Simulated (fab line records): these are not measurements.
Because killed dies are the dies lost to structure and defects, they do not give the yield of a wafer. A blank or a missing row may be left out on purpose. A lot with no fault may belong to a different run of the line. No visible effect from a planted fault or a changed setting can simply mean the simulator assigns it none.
fab line records	flow n5-finfet
[record] lots = 10	wafers = 27	last-day = 17
route steps=1938 shown BEOL_M2@855 BEOL_M4@1111 PASSIVATION@1936
lots that met no fault: from a run of the same line without faults
start-h: the number of hours between the record's first day and the start of the first shown wafer of the lot	wait-h: how many hours have passed since the lot's step before this one	" the same as in the row above	L1.1+2: a single row standing in for several wafers	- no value present, or no start provided	* or withheld: withheld	< > ~ a bound
route shown NAME@n: names a module that has steps shown in the file, with the first one's number in the route	usual: mean/standard deviation of fault-free wafers	same: alike in all rows	chamber/n: place in a boat	sites: each site's reading	_std_site: the values' standard deviation	_edge_site: inner sites' mean taken away from outer sites' mean	radius-mm: how far each site lies from the wafer's centre	mask NAME#n: copy n	behind: the tool/chamber that last shaped the wafer	hold: what put the lot on hold/how long, in hours/how the hold closed	device: the transistor (n, p or np) that didn't switch	end of line: the tests these same wafers got at the end of their route	where a step has no rows: the recipe by itself	killed: not the wafer's yield, but the dies lost to structure and defects at the first sort	map: a wafer's dies, x killed, . not, _ none there
set.NAME: the setting that was run; set.NAME@STEP: the one run at that earlier step	model.NAME: the simulator's own value behind a step, which no gauge read
the route's steps for a sample of lots (tables are steps, rows are wafers)
services: the hour from which a tool's chamber was out of use, counted from the record's first day as start-h (under 0 if before that day), plus the number of hours and why
[[steps]]
[step N5_BEOL_M2_OVL_MEAS_12]
[recipe] points-per-wafer = 522
[usual] M2_OVL = 0.2/0.62
lot.wafer	tool	chamber	start-h	wait-h	M2_OVL[nm]
L517.1	overlay-02	0	160.34	0.0	-0.8
L517.5	"	0	"	"	-0.4
L517.6	"	0	"	"	-1.7
L519.4	overlay-02	0	181.08	0.0	0.3
L519.5	"	0	"	"	0.2
L519.6	"	0	"	"	0.1
L521.1	overlay-01	0	189.89	0.0	-0.4
L521.3	"	0	"	"	-0.5
L521.5	"	0	"	"	-0.8
L523.3	overlay-01	0	191.27	0.0	0.7
L523.4	"	0	"	"	0.8
L523.5	"	0	"	"	0.7
L527.2	overlay-02	0	211.88	0.0	1.1
L527.6	"	0	"	"	0.5
L525.5	overlay-02	0	215.43	0.0	0.3
L525.6	"	0	"	"	-0.4
L526.4	overlay-01	0	217.64	0.0	0.1
L526.5	"	0	"	"	-0.2
L532.2	overlay-01	0	247.75	0.0	-0.1
L532.4	"	0	"	"	0.4
L532.5	"	0	"	"	0.1
L533.1	overlay-02	0	251.77	0.0	-0.8
L533.2	"	0	"	"	-0.3
L533.4	"	0	"	"	-0.4
L535.1	overlay-02	0	269.15	0.0	0.4
L535.2	"	0	"	"	-0.5
L535.3	"	0	"	"	-0.3
[step N5_BEOL_M2_DESCUM_16]
[recipe] chemistry = O2	time-s = 7	source-power-w = 50	bias-power-w = 20	pressure-mtorr = 20	rf-frequency-hz = 2.712e+07	temp-c = 40	resist = CAR-EUV	o2-flow-sccm = 225
[usual] drypump-motor-current-A = 5.7/0.32	oes-product-au = 0.79/0.083	rf-vpp-V = 243.4/1.2	showerhead-plenum-p-Torr = 2.10/0.055	throttle-valve-pct = 20.35/0.28
lot.wafer	tool	chamber	start-h	wait-h	drypump-motor-current-A	oes-product-au	rf-hours-counter-h	rf-vpp-V	showerhead-plenum-p-Torr	throttle-valve-pct
L517.1	rie-diel-06	2	160.56	0.2	5.7	0.84	78	243.2	2.10	20.50
L517.5	"	3	"	"	6.1	0.82	-	243.7	2.11	20.20
L517.6	"	1	"	"	5.9	0.68	-	244.3	2.12	20.53
L519.4	rie-diel-01	1	181.20	0.1	5.6	0.75	194	243.9	2.17	20.89
L519.5	"	2	"	"	5.8	0.69	-	241.8	1.96	20.81
L519.6	"	1	"	"	5.5	0.74	-	244.8	2.17	20.89
L521.1	rie-diel-04	2	190.05	0.1	5.5	0.71	199	243.1	2.12	19.97
L521.3	"	0	"	"	6.2	0.87	47	244.2	2.14	20.21
L521.5	"	0	"	"	6.2	0.87	-	244.3	2.14	20.19
L523.3	rie-diel-04	0	191.61	0.3	6.2	0.88	48	243.7	2.14	20.20
L523.4	"	3	"	"	6.2	0.79	85	243.2	2.03	20.26
L523.5	"	3	"	"	6.2	0.80	-	241.8	2.03	20.26
L527.2	rie-diel-04	0	211.96	0.0	6.2	0.86	55	242.6	2.13	20.21
L527.6	"	0	"	"	6.2	0.86	-	243.7	2.13	20.23
L525.5	rie-diel-04	3	215.52	0.0	6.1	0.79	-	243.2	2.03	20.28
L525.6	"	2	"	"	5.5	0.70	-	244.7	2.12	19.96
L526.4	rie-diel-04	1	217.72	0.0	5.4	0.68	224	243.9	2.08	20.37
L526.5	"	0	"	"	6.2	0.86	-	243.3	2.13	20.22
L532.2	rie-diel-01	3	248.11	0.3	5.5	0.80	92	242.1	2.12	20.65
L532.4	"	1	"	"	5.6	0.72	221	242.9	2.16	20.93
L532.5	"	3	"	"	5.5	0.81	-	244.0	2.12	20.67
L533.1	rie-diel-06	3	251.86	0.0	6.1	0.79	127	243.4	2.10	20.28
L533.2	"	2	"	"	5.7	0.80	113	242.1	2.09	20.54
L533.4	"	0	"	"	5.6	0.79	78	242.7	2.01	19.82
L535.1	rie-diel-01	3	269.34	0.1	5.5	0.80	100	242.6	2.12	20.67
L535.2	"	0	"	"	5.1	0.83	67	244.5	2.14	20.44
L535.3	"	1	"	"	5.6	0.71	230	243.6	2.16	20.95
[step N5_BEOL_M2_ETCH_63]
[recipe] chemistry = CF4	target = SiARC	target-depth-a = 156	mask-material = CAR-EUV	time-s = 26	ion-energy-ev = 80	pressure-mtorr = 40	source-w = 545	bias-w = 36	Ar_flow_sccm = 100	cf4-flow-sccm = 100	ends = cleared
[usual] cf4-flow-sccm = 100.0/0.3	drypump-motor-current-A = 5.7/0.32	etch-rf-on-time-s = 25.8/1	oes-product-au = 0.68/0.071	rf-vpp-V = 184.4/1.1	showerhead-plenum-p-Torr = 2.16/0.057	throttle-valve-pct = 15.57/0.24
lot.wafer	tool	chamber	start-h	wait-h	cf4-flow-sccm	drypump-motor-current-A	etch-rf-on-time-s	oes-product-au	rf-hours-counter-h	rf-vpp-V	showerhead-plenum-p-Torr	throttle-valve-pct
L517.1	rie-diel-06	2	160.62	0.0	100.0	5.6	24.7	0.72	78	184.6	2.18	15.78
L517.5	"	3	"	"	99.9	6.0	26.1	0.71	-	184.2	2.16	15.42
L517.6	"	1	"	"	100.2	5.9	25.5	0.58	-	184.9	2.21	15.93
L519.4	rie-diel-01	1	181.25	0.0	100.4	5.6	26.4	0.62	194	185.8	2.21	15.95
L519.5	"	2	"	"	99.7	5.8	27.4	0.57	-	183.1	2.04	16.18
L519.6	"	1	"	"	99.9	5.6	26.5	0.62	-	185.8	2.21	15.95
L521.1	rie-diel-04	2	190.10	0.0	100.4	5.5	24.4	0.62	199	184.5	2.21	15.45
L521.3	"	0	"	"	100.1	6.2	25.2	0.75	47	185.6	2.17	15.26
L521.5	"	0	"	"	99.8	6.2	25.4	0.74	-	184.0	2.17	15.28
L523.3	rie-diel-04	0	191.66	0.0	100.4	6.2	25.4	0.74	48	185.7	2.17	15.26
L523.4	"	3	"	"	100.3	6.2	26.4	0.67	85	182.5	2.07	15.39
L523.5	"	3	"	"	100.0	6.2	26.5	0.67	-	184.0	2.07	15.39
L527.2	rie-diel-04	0	212.01	0.0	99.9	6.2	40.4	0.58	55	184.6	2.17	15.27
L527.6	"	0	"	"	99.9	6.2	25.1	0.74	-	185.5	2.17	15.28
L525.5	rie-diel-04	3	215.57	0.0	100.4	6.1	41.7	0.53	-	184.4	2.07	15.39
L525.6	"	2	"	"	99.7	5.5	24.7	0.61	-	187.0	2.21	15.46
L526.4	rie-diel-04	1	217.77	0.0	100.1	5.4	26.5	0.59	224	184.0	2.12	15.63
L526.5	"	0	"	"	99.7	6.2	39.7	0.58	-	182.8	2.17	15.29
L532.2	rie-diel-01	3	248.16	0.0	100.0	5.5	27.2	0.67	92	184.7	2.15	15.70
L532.4	"	1	"	"	100.1	5.6	26.8	0.61	221	186.3	2.20	16.00
L532.5	"	3	"	"	100.1	5.6	26.8	0.68	-	185.6	2.15	15.68
L533.1	rie-diel-06	3	251.91	0.0	100.3	6.0	26.0	0.67	127	184.4	2.15	15.48
L533.2	"	2	"	"	99.6	5.7	24.4	0.70	113	185.5	2.17	15.87
L533.4	"	0	"	"	100.5	5.6	27.0	0.67	78	184.4	2.08	15.24
L535.1	rie-diel-01	3	269.39	0.0	99.7	5.5	26.8	0.68	100	184.8	2.14	15.69
L535.2	"	0	"	"	99.8	5.1	24.7	0.71	67	184.0	2.17	15.55
L535.3	"	1	"	"	99.8	5.6	26.3	0.60	230	185.1	2.20	16.00
[step N5_BEOL_M2_STRIP_19]
[recipe] chemistry = O2	power-w = 400	temp-c = 40	pressure-mtorr = 30	rf-frequency-hz = 6e+07	bias-power-w = 0	overash-fraction = 0.2	o2-flow-sccm = 225
[usual] drypump-motor-current-A = 5.7/0.3	oes-product-au = 0.80/0.079	rf-vpp-V = 3.6/0.46	showerhead-plenum-p-Torr = 2.10/0.055	throttle-valve-pct = 16.58/0.26
lot.wafer	tool	chamber	start-h	wait-h	drypump-motor-current-A	oes-product-au	rf-hours-counter-h	rf-vpp-V	showerhead-plenum-p-Torr	throttle-valve-pct
L517.1	rie-diel-04	0	160.93	0.1	6.2	0.88	37	3.7	2.14	16.39
L517.5	"	3	"	"	6.1	0.80	-	3.9	2.04	16.50
L517.6	"	2	"	"	5.5	0.71	-	4.1	2.13	16.28
L519.4	rie-diel-01	1	181.56	0.1	5.6	0.73	194	3.0	2.18	17.08
L519.5	"	1	"	"	5.6	0.73	-	4.4	2.18	17.07
L519.6	"	0	"	"	5.1	0.87	-	3.2	2.15	16.57
L521.1	rie-diel-04	3	190.42	0.1	6.1	0.79	84	2.8	2.03	16.53
L521.3	"	0	"	"	6.2	0.87	47	2.9	2.14	16.41
L521.5	"	3	"	"	6.2	0.80	-	4.2	2.03	16.53
L523.3	rie-diel-04	0	191.98	0.1	6.2	0.87	48	4.3	2.14	16.41
L523.4	"	1	"	"	5.4	0.68	219	3.4	2.08	16.67
L523.5	"	0	"	"	6.2	0.87	-	3.1	2.14	16.42
L527.2	rie-diel-06	3	212.42	0.2	6.1	0.80	114	3.0	2.11	16.50
L527.6	"	2	"	"	5.7	0.82	-	3.6	2.10	16.77
L525.5	rie-diel-01	0	215.89	0.0	5.1	0.86	-	3.7	2.15	16.61
L525.6	"	1	"	"	5.6	0.74	-	3.5	2.17	17.11
L526.4	rie-diel-06	2	218.41	0.3	5.7	0.81	-	3.3	2.10	16.78
L526.5	"	0	"	"	5.5	0.81	-	3.3	2.01	16.15
L532.2	rie-diel-04	1	248.48	0.1	5.4	0.68	234	2.9	2.08	16.70
L532.4	"	3	"	"	6.2	0.77	-	3.8	2.03	16.56
L532.5	"	2	"	"	5.5	0.69	-	3.5	2.12	16.33
L533.1	rie-diel-06	1	252.24	0.1	5.9	0.98	6	3.6	2.12	16.37
L533.2	"	3	"	"	6.1	0.79	127	3.4	2.10	16.55
L533.4	"	2	"	"	5.7	0.79	113	3.8	2.10	16.79
L535.1	rie-diel-04	1	269.84	0.2	5.4	0.68	242	3.7	2.08	16.70
L535.2	"	0	"	"	6.2	0.84	74	3.9	2.13	16.46
L535.3	"	3	"	"	6.2	0.76	112	4.0	2.03	16.58
[step N5_BEOL_M4_RC_MEAS_101]
[usual] DIBL_N = 36.0/2.2	DIBL_P = 35.9/2.6	IOFF_N = 0.16/0.038	IOFF_P = 0.21/0.042	ION_N = 675/15	ION_P = 463/10	SS_N = 71.5/0.62	SS_P = 73.2/0.76	VT_N = 250/4.1	VT_P = -251/3.6
lot.wafer	tool	chamber	start-h	wait-h	DIBL_N[mV/V]	DIBL_P[mV/V]	IOFF_N[nA/um]	IOFF_P[nA/um]	ION_N[uA/um]	ION_P[uA/um]	SS_N[mV/dec]	SS_P[mV/dec]	VT_N[mV]	VT_P[mV]
L517.1	prober-01	0	192.73	0.0	32.4	31.1	0.10	0.14	662	457	71.0	72.7	259	-258
L517.5	"	0	"	"	32.1	31.3	0.10	0.14	648	454	70.5	72.4	260	-257
L517.6	"	0	"	"	34.7	33.8	0.13	0.18	674	465	71.4	74.1	255	-251
L519.4	prober-01	0	211.21	0.5	43.9	43.5	0.29	0.34	693	471	72.5	75.3	245	-245
L519.5	"	0	"	"	41.1	40.2	0.22	0.26	687	469	72.6	74.2	243	-247
L519.6	"	0	"	"	37.2	35.3	0.14	0.19	684	467	71.3	73.0	252	-255
L521.1	prober-01	0	219.77	0.0	35.3	34.6	0.13	0.17	673	464	70.8	72.6	251	-255
L521.3	"	0	"	"	37.6	36.8	0.16	0.20	662	450	71.5	74.0	252	-254
L521.5	"	0	"	"	39.0	39.5	0.21	0.24	684	464	72.3	74.1	246	-252
L523.3	prober-01	0	227.78	0.3	32.1	32.0	0.11	0.13	679	457	70.8	71.7	251	-258
L523.4	"	0	"	"	37.1	37.1	0.16	0.19	687	463	72.5	72.6	250	-254
L523.5	"	0	"	"	35.9	37.0	0.15	0.20	676	453	71.3	72.6	247	-252
L527.2	prober-02	0	247.47	0.2	36.8	35.6	0.16	0.23	677	467	70.6	73.3	249	-247
L527.6	"	0	"	"	36.8	36.4	0.16	0.24	685	473	71.2	72.4	250	-253
L525.5	prober-01	0	247.91	0.6	34.9	34.8	0.14	0.18	681	466	71.4	72.5	250	-250
L525.6	"	0	"	"	35.5	36.6	0.15	0.20	666	456	71.6	73.4	246	-254
L526.4	prober-02	0	254.13	0.5	32.8	31.4	0.11	0.15	670	458	70.7	72.1	253	-254
L526.5	"	0	"	"	36.7	34.6	0.16	0.19	669	457	71.8	72.8	249	-250
L532.2	prober-02	0	281.27	0.2	38.6	39.0	0.18	0.23	675	464	71.9	73.4	249	-250
L532.4	"	0	"	"	39.9	42.4	0.22	0.29	696	482	72.1	73.9	245	-248
L532.5	"	0	"	"	38.5	39.0	0.20	0.25	689	472	71.6	73.0	246	-250
L533.1	prober-02	0	293.57	0.0	38.0	39.0	0.20	0.25	685	465	72.1	74.5	248	-251
L533.2	"	0	"	"	34.9	35.5	0.15	0.19	689	469	71.6	73.0	250	-250
L533.4	"	0	"	"	34.1	34.3	0.13	0.18	664	458	71.3	73.1	253	-254
L535.1	prober-01	0	306.25	0.0	37.4	40.0	0.21	0.26	678	458	71.8	74.5	242	-250
L535.2	"	0	"	"	33.0	33.5	0.14	0.17	679	467	71.5	72.5	249	-254
L535.3	"	0	"	"	37.6	40.5	0.22	0.25	692	470	72.9	74.6	244	-249
[step N5_PASSIVATION_PROBE_49]
[usual] defect-limited-yield = 91.4/1.6	killed_at_M0_to_M3 = 35/10	killed_at_M4_up = 12/4.7	killed-at-contacts = 12/5.8	killed-at-front-end = 38/12	killed-at-other = 4/3.2	killed-dies = 102/18	killed-open = 68/14	killed-short = 32/8	sort_bin_4_leakage = 0.00/0.043	sort_bin_5_function = 5.1/0.96	sort_bin_6_memory = 3.2/0.77	sort-n-pass = 1078/20	sort-yield-pct = 91.3/1.7
[same] gross-dies = 1180	killed-at-back-side = 0	sort_bin_8_speed[%] = 0
lot.wafer	tool	chamber	start-h	wait-h	defect-limited-yield[%]	killed_at_M0_to_M3	killed_at_M4_up	killed-at-contacts	killed-at-front-end	killed-at-other	killed-dies	killed-open	killed-short	sort_bin_4_leakage[%]	sort_bin_5_function[%]	sort_bin_6_memory[%]	sort-n-pass	sort-yield-pct[%]
L517.1	prober-01	-	291.88	0.0	88.8	38	20	9	64	1	132	86	46	0	5.8	5.0	1048	88.8
L517.5	prober-01	-	292.08	0.2	88.6	38	18	17	60	1	134	96	38	0	6.6	4.2	1046	88.6
L517.6	prober-01	-	292.13	0.3	89.0	41	18	16	50	5	130	75	55	0	5.8	4.4	1050	89.0
L519.4	prober-02	-	319.83	0.2	91.9	45	9	11	28	2	95	57	37	0.51	4.5	3.3	1079	91.4
L519.5	prober-02	-	319.88	0.2	92.5	47	6	10	24	1	88	60	27	0	4.7	2.7	1092	92.5
L519.6	prober-02	-	319.93	0.3	92.9	30	7	7	35	5	84	52	22	0	4.1	2.1	1096	92.9
L521.1	prober-02	-	325.59	0.0	92.1	39	19	9	20	6	93	65	28	0	4.7	2.9	1087	92.1
L521.3	prober-02	-	325.69	0.1	90.3	47	9	4	53	1	114	74	32	0	5.3	3.5	1066	90.3
L521.5	prober-02	-	325.79	0.2	93.6	25	8	4	35	3	75	47	28	0	3.5	2.8	1105	93.6
L523.3	prober-02	-	337.05	0.1	92.7	36	10	5	31	4	86	48	36	0	5.2	1.9	1094	92.7
L523.4	prober-02	-	337.10	0.2	91.0	40	17	6	40	3	106	70	34	0	4.4	4.1	1074	91.0
L523.5	prober-02	-	337.15	0.2	92.4	31	13	10	34	2	90	57	33	0	4.3	3.1	1090	92.4
L525.5	prober-02	-	358.55	0.2	90.5	37	23	13	35	4	112	80	31	0	6.9	2.5	1068	90.5
L525.6	prober-02	-	358.60	0.3	89.8	34	15	14	52	5	120	76	44	0	6.3	3.7	1060	89.8
L527.2	prober-02	-	359.63	1.0	92.9	26	10	10	38	0	84	56	28	0	4.9	1.9	1096	92.9
L527.6	prober-02	-	359.83	1.2	89.7	44	12	13	52	1	122	78	44	0	5.5	4.4	1058	89.7
L526.4	prober-01	-	359.90	0.6	92.7	27	9	15	30	5	86	53	32	0	5.3	1.9	1094	92.7
L526.5	prober-01	-	359.95	0.7	91.8	29	13	12	40	3	97	69	25	0	4.7	3.3	1083	91.8
L532.2	prober-02	-	391.10	0.7	90.7	36	16	9	44	5	110	67	42	0	5.9	3.2	1070	90.7
L532.4	prober-02	-	391.20	0.8	91.5	31	13	13	36	7	100	62	37	0	4.9	3.1	1080	91.5
L532.5	prober-02	-	391.25	0.8	93.3	16	17	9	31	6	79	48	31	0	3.6	2.7	1101	93.3
L533.1	prober-01	-	394.30	0.0	93.0	18	8	10	35	12	83	52	31	0	4.4	2.5	1097	93.0
L533.2	prober-01	-	394.35	0.1	91.6	23	5	4	61	6	99	64	35	0	4.4	3.6	1081	91.6
L533.4	prober-01	-	394.45	0.2	90.4	30	12	11	52	8	113	79	34	0	6.4	3.1	1067	90.4
L535.1	prober-01	-	408.40	0.0	93.4	20	10	13	29	6	78	44	30	0	4.1	2.1	1102	93.4
L535.2	prober-01	-	408.45	0.1	94.0	16	11	15	23	6	71	42	29	0	3.4	2.1	1109	94.0
L535.3	prober-01	-	408.50	0.1	93.9	18	11	5	38	0	72	50	22	0	3.1	2.9	1108	93.9
// killed by level:class
L517.1 FIN_SAQP:geometric-particle:open=15 BEOL_M0_SAQP:geometric-particle:open=14 BEOL_M4:geometric-particle:open=14 STI_FIN_REVEAL:geometric-particle:open=13 FIN_SAQP:geometric-particle:short=10 BEOL_M0_SAQP:geometric-particle:short=9 GATE_CUT:geometric-particle:short=7 MOL_CONTACT_COAG:geometric-particle:open=7
L517.5 FIN_SAQP:geometric-particle:open=18 DUMMY_GATE:geometric-particle:open=12 MOL_CONTACT_COAG:geometric-particle:open=12 BEOL_M0_SAQP:geometric-particle:short=11 BEOL_M0_SAQP:geometric-particle:open=11 BEOL_M4:geometric-particle:open=10 FIN_SAQP:geometric-particle:short=9 STI_FIN_REVEAL:geometric-particle:open=9
L517.6 BEOL_M0_SAQP:geometric-particle:short=14 FIN_SAQP:geometric-particle:open=11 BEOL_M0_SAQP:geometric-particle:open=11 MOL_CONTACT_COAG:geometric-particle:open=9 FIN_SAQP:geometric-particle:short=8 MOL_CONTACT_COAG:geometric-particle:short=7 BEOL_M4:geometric-particle:open=7 BEOL_M1:geometric-particle:open=6
L519.4 FIN_SAQP:geometric-particle:short=13 MOL_CONTACT_COAG:geometric-particle:open=9 BEOL_M0_SAQP:geometric-particle:open=8 BEOL_M2:geometric-particle:open=8 BEOL_M3:geometric-particle:open=7 BEOL_M0_SAQP:geometric-particle:short=6 BEOL_M1:geometric-particle:open=6 BEOL_M4:geometric-particle:open=5
L519.5 BEOL_M0_SAQP:geometric-particle:open=15 BEOL_M0_SAQP:geometric-particle:short=10 BEOL_M3:geometric-particle:open=7 STI_FIN_REVEAL:geometric-particle:open=6 MOL_CONTACT_COAG:geometric-particle:open=6 BEOL_M0:geometric-particle:open=6 BEOL_M2:geometric-particle:open=5 MOL_CONTACT_COAG:geometric-particle:short=4
L519.6 BEOL_M0_SAQP:geometric-particle:open=9 HKMG_FIN:area-etch=9 MOL_CONTACT_COAG:geometric-particle:open=7 BEOL_M3:geometric-particle:open=7 DUMMY_GATE:geometric-particle:open=6 STI_FIN_REVEAL:geometric-particle:open=4 BEOL_M2:geometric-particle:open=4 FIN_SAQP:geometric-particle:short=3
L521.1 BEOL_M3:geometric-particle:open=15 BEOL_M4:geometric-particle:open=14 MOL_CONTACT_COAG:geometric-particle:open=7 BEOL_M0_SAQP:geometric-particle:open=7 BEOL_M1:geometric-particle:short=5 STARTING-WAFER:geometric-particle:short=5 FIN_SAQP:geometric-particle:open=4 BEOL_M0_SAQP:geometric-particle:short=4
L521.3 STI_FIN_REVEAL:geometric-particle:open=22 BEOL_M2:geometric-particle:open=10 BEOL_M0_SAQP:geometric-particle:open=9 BEOL_M0_SAQP:geometric-particle:short=8 BEOL_M3:geometric-particle:open=8 HKMG_FIN:area-etch=7 FIN_SAQP:geometric-particle:short=5 FIN_SAQP:geometric-particle:open=5
L521.5 BEOL_M0_SAQP:geometric-particle:open=10 FIN_SAQP:geometric-particle:open=8 FIN_SAQP:geometric-particle:short=7 STI_FIN_REVEAL:geometric-particle:open=7 BEOL_M0_SAQP:geometric-particle:short=6 MOL_CONTACT_COAG:geometric-particle:open=4 BEOL_M3:geometric-particle:open=4 GATE_CUT:geometric-particle:short=3
L523.3 BEOL_M0_SAQP:geometric-particle:short=11 BEOL_M1:geometric-particle:open=8 BEOL_M0_SAQP:geometric-particle:open=8 FIN_SAQP:geometric-particle:short=4 DUMMY_GATE:geometric-particle:open=4 GATE_CUT:geometric-particle:short=4 MOL_CONTACT_COAG:geometric-particle:open=4 BEOL_M4:geometric-particle:open=4
L523.4 BEOL_M0_SAQP:geometric-particle:open=12 BEOL_M4:geometric-particle:open=11 BEOL_M1:geometric-particle:open=9 DUMMY_GATE:geometric-particle:open=6 BEOL_M0_SAQP:geometric-particle:short=6 BEOL_M3:geometric-particle:open=6 FIN_SAQP:geometric-particle:short=5 FIN_SAQP:geometric-particle:open=5
L523.5 FIN_SAQP:geometric-particle:short=14 BEOL_M1:geometric-particle:open=11 BEOL_M4:geometric-particle:open=8 FIN_SAQP:geometric-particle:open=6 MOL_CONTACT_COAG:geometric-particle:open=6 BEOL_M0_SAQP:geometric-particle:open=6 BEOL_M2:geometric-particle:short=5 MOL_CONTACT_COAG:geometric-particle:short=4
L525.5 MOL_CONTACT_COAG:geometric-particle:open=12 BEOL_M4:geometric-particle:open=11 STI_FIN_REVEAL:geometric-particle:open=10 BEOL_M0_SAQP:geometric-particle:open=10 BEOL_M2:geometric-particle:open=9 FIN_SAQP:geometric-particle:open=6 FIN_SAQP:geometric-particle:short=5 BEOL_M1:geometric-particle:open=5
L525.6 FIN_SAQP:geometric-particle:open=20 MOL_CONTACT_COAG:geometric-particle:open=13 FIN_SAQP:geometric-particle:short=11 BEOL_M0_SAQP:geometric-particle:short=9 BEOL_M2:geometric-particle:open=7 BEOL_M4:geometric-particle:open=6 BEOL_M0_SAQP:geometric-particle:open=5 BEOL_M3:geometric-particle:short=5
L527.2 STI_FIN_REVEAL:geometric-particle:open=10 MOL_CONTACT_COAG:geometric-particle:open=9 BEOL_M0_SAQP:geometric-particle:short=9 FIN_SAQP:geometric-particle:open=8 GATE_CUT:geometric-particle:short=5 GATE_CUT:geometric-particle:open=5 BEOL_M0_SAQP:geometric-particle:open=5 BEOL_M4:geometric-particle:short=4
L527.6 FIN_SAQP:geometric-particle:open=16 BEOL_M0_SAQP:geometric-particle:short=16 MOL_CONTACT_COAG:geometric-particle:open=10 FIN_SAQP:geometric-particle:short=9 BEOL_M3:geometric-particle:open=9 BEOL_M1:geometric-particle:open=8 BEOL_M2:geometric-particle:open=7 DUMMY_GATE:geometric-particle:open=6
L526.4 STI_FIN_REVEAL:geometric-particle:open=12 BEOL_M0_SAQP:geometric-particle:short=12 MOL_CONTACT_COAG:geometric-particle:open=11 BEOL_M0_SAQP:geometric-particle:open=8 GATE_CUT:geometric-particle:short=4 MOL_CONTACT_COAG:geometric-particle:short=4 PASS1_CAP:geometric-particle:open=4 GATE_CUT:geometric-particle:open=3
L526.5 STI_FIN_REVEAL:geometric-particle:open=8 MOL_CONTACT_COAG:geometric-particle:open=8 BEOL_M0_SAQP:geometric-particle:open=8 BEOL_M1:geometric-particle:open=7 BEOL_M7:geometric-particle:open=7 FIN_SAQP:geometric-particle:short=6 BEOL_M2:geometric-particle:open=6 DUMMY_GATE:geometric-particle:open=5
L532.2 STI_FIN_REVEAL:geometric-particle:open=13 BEOL_M0_SAQP:geometric-particle:short=11 MOL_CONTACT_COAG:geometric-particle:open=9 BEOL_M3:geometric-particle:open=9 BEOL_M0_SAQP:geometric-particle:open=7 STARTING-WAFER:geometric-particle:short=7 FIN_SAQP:geometric-particle:open=5 BEOL_M4:geometric-particle:open=5
L532.4 MOL_CONTACT_COAG:geometric-particle:open=10 BEOL_M1:geometric-particle:open=8 BEOL_M3:geometric-particle:open=8 FIN_SAQP:geometric-particle:open=6 GATE_CUT:geometric-particle:short=5 BEOL_M1:geometric-particle:short=5 DUMMY_GATE:geometric-particle:open=4 BEOL_M0_SAQP:geometric-particle:open=4
L532.5 FIN_SAQP:geometric-particle:short=5 MOL_CONTACT_COAG:geometric-particle:short=5 BEOL_M0_SAQP:geometric-particle:short=5 BEOL_M1:geometric-particle:open=5 FIN_SAQP:geometric-particle:open=4 STI_FIN_REVEAL:geometric-particle:open=4 MOL_CONTACT_COAG:geometric-particle:open=4 BEOL_M7:geometric-particle:open=4
L533.1 STI_FIN_REVEAL:geometric-particle:open=15 MIM_TOP:geometric-particle:short=8 FIN_SAQP:geometric-particle:short=6 MOL_CONTACT_COAG:geometric-particle:short=5 DUMMY_GATE:geometric-particle:open=5 MOL_CONTACT_COAG:geometric-particle:open=5 BEOL_M2:geometric-particle:open=5 BEOL_M4:geometric-particle:open=5
L533.2 STI_FIN_REVEAL:geometric-particle:open=17 DUMMY_GATE:geometric-particle:open=9 BEOL_M3:geometric-particle:open=8 FIN_SAQP:geometric-particle:open=7 FIN_SAQP:geometric-particle:short=6 MIM_TOP:geometric-particle:open=5 STARTING-WAFER:geometric-particle:short=5 STARTING-WAFER:geometric-particle:open=5
L533.4 STI_FIN_REVEAL:geometric-particle:open=16 BEOL_M2:geometric-particle:open=10 MOL_CONTACT_COAG:geometric-particle:open=9 DUMMY_GATE:geometric-particle:open=8 FIN_SAQP:geometric-particle:short=6 BEOL_M3:geometric-particle:open=6 FIN_SAQP:geometric-particle:open=5 BEOL_M4:geometric-particle:open=5
L535.1 MOL_CONTACT_COAG:geometric-particle:open=10 BEOL_M3:geometric-particle:open=8 FIN_SAQP:geometric-particle:short=7 STI_FIN_REVEAL:geometric-particle:open=7 BEOL_M0_SAQP:geometric-particle:short=6 HKMG_FIN:area-etch=4 MOL_CONTACT_COAG:geometric-particle:short=3 BEOL_M4:geometric-particle:open=3
L535.2 MOL_CONTACT_COAG:geometric-particle:open=11 FIN_SAQP:geometric-particle:short=8 BEOL_M4:geometric-particle:open=7 BEOL_M2:geometric-particle:short=5 MOL_CONTACT_COAG:geometric-particle:short=4 FIN_SAQP:geometric-particle:open=3 STI_FIN_REVEAL:geometric-particle:open=3 BEOL_M3:geometric-particle:open=3
L535.3 FIN_SAQP:geometric-particle:open=10 STI_FIN_REVEAL:geometric-particle:open=7 FIN_SAQP:geometric-particle:short=6 BEOL_M2:geometric-particle:open=6 MOL_CONTACT_COAG:geometric-particle:open=5 STARTING-WAFER:geometric-particle:short=4 BEOL_M3:geometric-particle:open=4 STARTING-WAFER:geometric-particle:open=4
[[services]]
tool	chamber	start-h	hours	kind
rie-diel-06	0	155.65	13.1	repair
rie-diel-01	1	173.91	5.0	repair
rie-diel-06	1	187.11	16.2	repair
rie-diel-01	2	201.16	-	clean
rie-diel-01	2	201.16	-	consumable-replace:focus-ring
rie-diel-01	2	201.16	-	consumable-replace:showerhead
rie-diel-01	2	201.16	13.0	scheduled-down
rie-diel-01	2	201.16	13.0	vent-cycle
rie-diel-04	1	204.77	9.1	repair
rie-diel-06	3	242.09	1.5	repair
rie-diel-06	0	242.48	1.3	repair
[[key]]
[first-sign] step = N5_BEOL_M2_ETCH_63	reading = etch-rf-on-time-s	direction = up	sigmas = 15	usual = *	struck = *
effect none on later readings
met-at N5_BEOL_M2_ETCH_63
struck-lots L525,L526,L527
struck-wafers L525.5,L526.5,L527.2
not-acting-at N5_BEOL_M2_OVL_MEAS_12,N5_BEOL_M2_DESCUM_16,N5_BEOL_M2_STRIP_19
onset-between 191.66 212.01
[fault] kind = process-parameter-drift	tool = rie-diel-04	chamber = -	onset-h = 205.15	steps = N5_BEOL_M2_ETCH_63	channel = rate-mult	offset = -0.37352	shape = step	end-h = 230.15	scope = struck-wafers-only
